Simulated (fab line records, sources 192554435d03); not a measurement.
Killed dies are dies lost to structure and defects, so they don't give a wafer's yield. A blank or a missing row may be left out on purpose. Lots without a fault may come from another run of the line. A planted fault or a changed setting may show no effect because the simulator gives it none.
A struck lot beside a sound one | flow n5_finfet | 39 steps out of a route of 1938
Sound: wafers L566.3, L566.4, L566.6. Struck: wafers L554.2, L554.3, L554.5. The cause comes at the end.
At each step with rows: each side's tool, then ch and its chambers, then its first start. Under that, the readings that differ: sound wafers | struck wafers | difference of the means | sigmas: that difference in standard deviations of wafers without a fault.
alike: readings whose means differ by less than 2 such deviations, and words and numbers that are the same on both sides. not compared: withheld readings, readings that some wafer has no value for, bounds like >300 that may hide the same value, and numbers for which the record gives no deviation and whose values overlap.
The two part at a step that has a row with sigmas, a row that says differs or no value, or rows on one side only. Numbers that don't overlap but have no deviation are shown without sigmas and don't part them. A reading that every wafer of one side lacks parts them only if that side has two wafers or more.

first, 11 steps without rows for these wafers: N5_BEOL_M0_STRIP_142 (strips in N2/H2, time 10 s); N5_BEOL_M0_HM_STRIP_129 (strips TiN in peroxide tin strip, target depth 17 nm, time 108 s); N5_BEOL_M0_SRD_130 (time 30 s); N5_BEOL_M0_ETCH_109 (etches SiCN in CH3F/O2, target depth 8 nm, overetch 2.4 nm, time 27.4 s); N5_BEOL_M0_STRIP_139 (strips in post etch residue remover, time 60 s); N5_BEOL_M0_SRD_111 (time 30 s); N5_BEOL_M0_DEGAS_112 (time 60 s); N5_BEOL_M0_PRE_CLEAN_113 (time 30 s); N5_BEOL_M0_ALD_136 (deposits TaN, pulse time 2 s, purge time 3 s, co reactant purge time 2 s); N5_BEOL_M0_SURFACE_TREAT_137; N5_BEOL_M0_CVD_115 (deposits Co from CCTBA/H2, time 120 s).
N5_BEOL_M0_SPUTTER_116: material Cu, target thk 4 nm, time 7.37 s.
  sound on pvd_sputter-01, day 10 18:35; struck on pvd_sputter-01, day 7 18:46
  no value came back on the struck wafers for chamber_pressure_pa (Pa), chuck_gas_flow_sccm (sccm), chuck_sensor_temp_C (C), throttle_valve_pct (%); on the sound wafers chamber_pressure_pa (Pa) reads 0.06992 0.07041 0.07034
then, 25 steps without rows for these wafers: N5_BEOL_M0_ANNEAL_117 (time 60 s); N5_BEOL_M0_SPUTTER_132 (material Cu, target thk 4 nm, time 7.37 s); N5_BEOL_M0_ANNEAL_133 (time 60 s); N5_BEOL_M0_SPUTTER_134 (material Cu, target thk 4 nm, time 7.37 s); N5_BEOL_M0_ANNEAL_135 (time 60 s); N5_BEOL_M0_SPUTTER_141 (material Cu, target thk 4 nm, time 7.37 s); N5_BEOL_M0_ECD_118 (material Cu, target thk 300 nm); N5_BEOL_M0_ANNEAL_119 (time 90 s); N5_BEOL_M0_CMP_120 (polishes, stops on SiOC, t overpolish 6.9 s); N5_BEOL_M0_PRE_CLEAN_131 (time 15 s); N5_BEOL_M0_CO_CAP_123 (material Co, precursor CCTBA/H2, target thk 2 nm, time 102.1 s); N5_BEOL_M0_PRE_CLEAN_124 (time 15 s); N5_BEOL_M0_DEP_125 (deposits SiCN from 3MS/NH3, target thk 8 nm, time 14 s); N5_BEOL_M1_ILD_DEP_00 (deposits SiOC from DEMS/O2, target thk 79 nm, time 15.3 s); N5_BEOL_M1_PECVD_72 (deposits SiO2 from TEOS/O2, target thk 16 nm, time 18 s); N5_BEOL_M1_HM_DEP_02 (deposits TiN, target thk 20 nm); N5_BEOL_M1_COAT_61 (time 60 s, resist thk 60 nm); N5_BEOL_M1_COAT_62 (time 60 s, resist thk 12 nm); N5_BEOL_M1_COAT_73 (time 60 s, resist thk 5 nm); N5_BEOL_M1_COAT_05 (resist thk 30 nm); N5_BEOL_M1_EBR_07; N5_BEOL_M1_SOFTBAKE_06 (time 60 s); N5_BEOL_M1_EXPOSE_08 (exposes mask M1); N5_BEOL_M1_PEB_09 (peb time 60 s); N5_BEOL_M1_DEVELOP_10 (develop time 30 s).
-- the record jumps here: 2 days lie between the struck wafers' starts before and after (it left off in module BEOL_M1 and takes up again in module BEOL_M4, whose first step shown is number 1111 of the route) --
N5_BEOL_M4_RC_MEAS_101:
  sound on prober-01 ch 0, day 12 17:17; struck on prober-01 ch 0, day 10 05:06
  alike: DIBL_N, DIBL_P, IOFF_N, IOFF_P, ION_N, ION_P, SS_N, SS_P, VT_N, VT_P
-- the record jumps here: 4 days lie between the struck wafers' starts before and after (it left off in module BEOL_M4 and takes up again in module PASSIVATION, whose first step shown is number 1936 of the route) --
N5_PASSIVATION_PROBE_49:
  sound on prober-02, day 16 15:26; struck on prober-01, day 14 11:42
  reading                  | sound          | struck         | difference | sigmas
  defect_limited_yield (%) | 91.5 92.4 91.2 | 85.7 84.8 85.3 | -6.4       | -4
  killed_at_M0_to_M3       | 26 27 37       | 97 86 92       | +62        | +6
  killed_dies              | 100 90 104     | 169 179 174    | +76        | +4
  sort_bin_5_function (%)  | 4.7 4.7 4.4    | 8.3 9.1 9.0    | +4.2       | +4
  sort_bin_6_memory (%)    | 3.5 2.7 4.4    | 5.7 5.2 4.8    | +1.7       | +2
  sort_n_pass              | 1080 1090 1076 | 1011 1001 1006 | -76        | -4
  sort_yield_pct (%)       | 91.5 92.4 91.2 | 85.7 84.8 85.3 | -6.4       | -4
  alike: killed_at_M4_up, killed_at_contacts, killed_at_front_end, killed_at_other, killed_open, killed_short

WHERE THEY PART
First at N5_BEOL_M0_SPUTTER_116; last, within this record, at N5_PASSIVATION_PROBE_49.

WHY: what the simulator had put in
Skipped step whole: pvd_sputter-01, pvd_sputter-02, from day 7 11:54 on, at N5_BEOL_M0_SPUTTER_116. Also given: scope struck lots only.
